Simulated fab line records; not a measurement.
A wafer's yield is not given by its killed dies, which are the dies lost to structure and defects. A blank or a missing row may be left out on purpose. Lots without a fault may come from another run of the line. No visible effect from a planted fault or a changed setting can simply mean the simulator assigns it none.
Matching of chambers | flow n5 finfet | 4 sister chambers for N5_BEOL_M2_ALD_84 on ald metal-03
The step deposits TaN, pulse time 2 s, purge time 3 s, co reactant purge time 2 s. 14 wafers are shown with their chamber, then 7 later ones without.

## WAFERS PAIRED WITH THEIR CHAMBERS
wafer  | chamber | heater power outer w (W) | heater power w (W)
L075.2 | 2       | 267                      | 515
L075.4 | 3       | 183                      | 313
L075.5 | 2       | 274                      | 492
L079.1 | 0       | 213                      | 361
L079.2 | 3       | 180                      | 314
L079.3 | 2       | 271                      | 497
L080.1 | 2       | 272                      | 517
L080.2 | 3       | 178                      | 323
L080.4 | 1       | 217                      | 419
L081.2 | 1       | 213                      | 407
L081.3 | 2       | 264                      | 514
L081.4 | 3       | 177                      | 305
L085.3 | 0       | 209                      | 356
L085.4 | 1       | 212                      | 411

SIGNATURES (means of the wafers above)
reading              | chamber 0 | chamber 1 | chamber 2 | chamber 3 | scatter within a chamber
heater power outer w | 211.00    | 214.00    | 269.60    | 179.50    | 3.29
heater power w       | 358.50    | 412.33    | 507.00    | 313.75    | 8.88
Rule: a wafer lies at a distance from a chamber equal to the root of the sum of squares, over the readings, of (its reading less the chamber's mean, divided by the reading's scatter). If the next closest chamber is less than 2 further off than the closest, the wafer can't be placed; otherwise it belongs to the closest. The scatter: take each reading less its chamber's mean, square it, sum over the shown wafers, divide by the number of wafers less the number of chambers, and take the root.

## WAFERS WHOSE CHAMBER IS MISSING
wafer  | heater power outer w (W) | heater power w (W)
L085.6 | 176                      | 315
L090.4 | 211                      | 366
L090.5 | 209                      | 366
L090.6 | 216                      | 410
L095.2 | 184                      | 312
L095.3 | 262                      | 500
L095.6 | 215                      | 400

## WHICH CHAMBER EACH ONE RAN IN
wafer  | from the rows above | in truth
L085.6 | 3                   | 3
L090.4 | 0                   | 0
L090.5 | 0                   | 0
L090.6 | 1                   | 1
L095.2 | 3                   | 3
L095.3 | 2                   | 2
L095.6 | 1                   | 1
Correctly placed: 7 of 7. Number that these rows cannot place: 0. 0 placed wrongly.
